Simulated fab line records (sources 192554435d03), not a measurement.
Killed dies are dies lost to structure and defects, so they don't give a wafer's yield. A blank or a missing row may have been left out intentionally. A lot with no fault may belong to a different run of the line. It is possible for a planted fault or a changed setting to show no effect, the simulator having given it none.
8D (eight disciplines) problem report, filled in by code -- flow n5 finfet -- the parts of the form that need people (team, actions taken, sign-off) are left out

== 1. THE ISSUE ==
VIA_MOL_THK at N5_MOL_CONTACT_COAG_THK_MEAS_53 reads a mean of 53.8 nm on 2 wafers of 2 lots; wafers without a fault read 43.8 nm with a standard deviation of 0.69. That is +14 standard deviations from the usual mean.
First observed at day 9 00:31: wafer L494.5, on film metro-02. At this step, 25 wafers from 9 lots have a number in the record. Rule for "out" (also "out of limits"): further than 4 standard deviations from the usual mean. The other wafers with a number count as sound.

== 2. WHAT IT IS, AND WHAT IT ISN'T ==
question,is,is not
which readings at this step,VIA_MOL_THK,-
which lots,"L494, L495","L482, L483, L486, L490, L496, L498, L502"
which wafers of those lots,"L494.5, L495.5","L494.3, L494.6, L495.2, L495.3"
read on which gauges,film metro-02,film metro-01
when,from day 9 00:31,"up to then (13 sound wafers); but 10 sound wafers of L495, L496, L498, L502 came after"

== 3. SUSPECTS, AND WHAT RULES EACH OUT ==
Counting: if a tool at a process step up to the reading ran every lot that is out, it stays a suspect. Sound lots after the first of them don't rule it out here, since some wafers of a struck lot are sound.
- the gauge at N5_MOL_CONTACT_COAG_THK_MEAS_53 has been ruled out. All the wafers that are out were read on film metro-02, but those of them that N5_PASSIVATION_PROBE_49 has rows for are out there too, on other tools.
- pecvd-02 at N5_MOL_CONTACT_COAG_PECVD_31 (deposits SiO2 from TEOS/O2, target thk 46 nm, time 8.9 s): kept. It ran every lot that is out, first L494 (day 8 20:52); its last sound lot up to then is L486 (day 6 13:51).
Remaining after the count: pecvd-02 at N5_MOL_CONTACT_COAG_PECVD_31.

== 4. THE CAUSE (what the simulator had put in) ==
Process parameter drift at N5_MOL_CONTACT_COAG_PECVD_31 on pecvd-02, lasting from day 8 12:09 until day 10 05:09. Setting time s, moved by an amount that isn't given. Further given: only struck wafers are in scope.
Counting left only this tool.

== 5. SEQUENCE OF EFFECTS, ordered by route ==
Each row: a reading where the mean over the struck wafers with a number is more than 3 standard deviations away from the usual. Scope: only readings with a usual standard deviation given in the record; hours: median across lots of the time from each lot's start at the first step in this table that gives one to its start at this step; sigmas: change in usual standard deviations.
hours,step,reading,usual,on struck wafers,change,sigmas
0,N5_MOL_CONTACT_COAG_THK_MEAS_53,VIA_MOL_THK,43.8 nm,53.8,+10.0,+14
221,N5_PASSIVATION_PROBE_49,defect limited yield,91.2 %,77.6,-13.6,-9.7
221,N5_PASSIVATION_PROBE_49,killed at contacts,13,181,+168,+22
221,N5_PASSIVATION_PROBE_49,killed dies,103,264,+161,+9.5
221,N5_PASSIVATION_PROBE_49,killed on rim,14,28,+14,+3.9
221,N5_PASSIVATION_PROBE_49,sort_bin_5_function,5.1 %,19.1,+14.0,+15
221,N5_PASSIVATION_PROBE_49,sort n pass,1077,916,-161,-9.5
221,N5_PASSIVATION_PROBE_49,sort yield pct,91.2 %,77.6,-13.6,-9.7
Here are the process steps it includes:
- N5_PASSIVATION_PROBE_49
At these later measuring or inspecting steps, every struck wafer for which the step has a row has a number for every such reading, and none has moved that far: N5_BEOL_M4_RC_MEAS_101.

== 6. WHAT WOULD HAVE CAUGHT IT SOONER ==
12 hours passed between the start of the fault at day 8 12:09 and the first reading out of limits at a measuring or inspecting step in this record, taken at day 9 00:31.
No tool reading at N5_MOL_CONTACT_COAG_PECVD_31 that has a usual standard deviation in the record was out on any struck wafer, so an alarm limit of 4 standard deviations on those readings would not have fired.
Lots out: 2; all had begun N5_MOL_CONTACT_COAG_PECVD_31 on pecvd-02 by day 9 00:31. Holding the tool at that point would not have protected any of them.
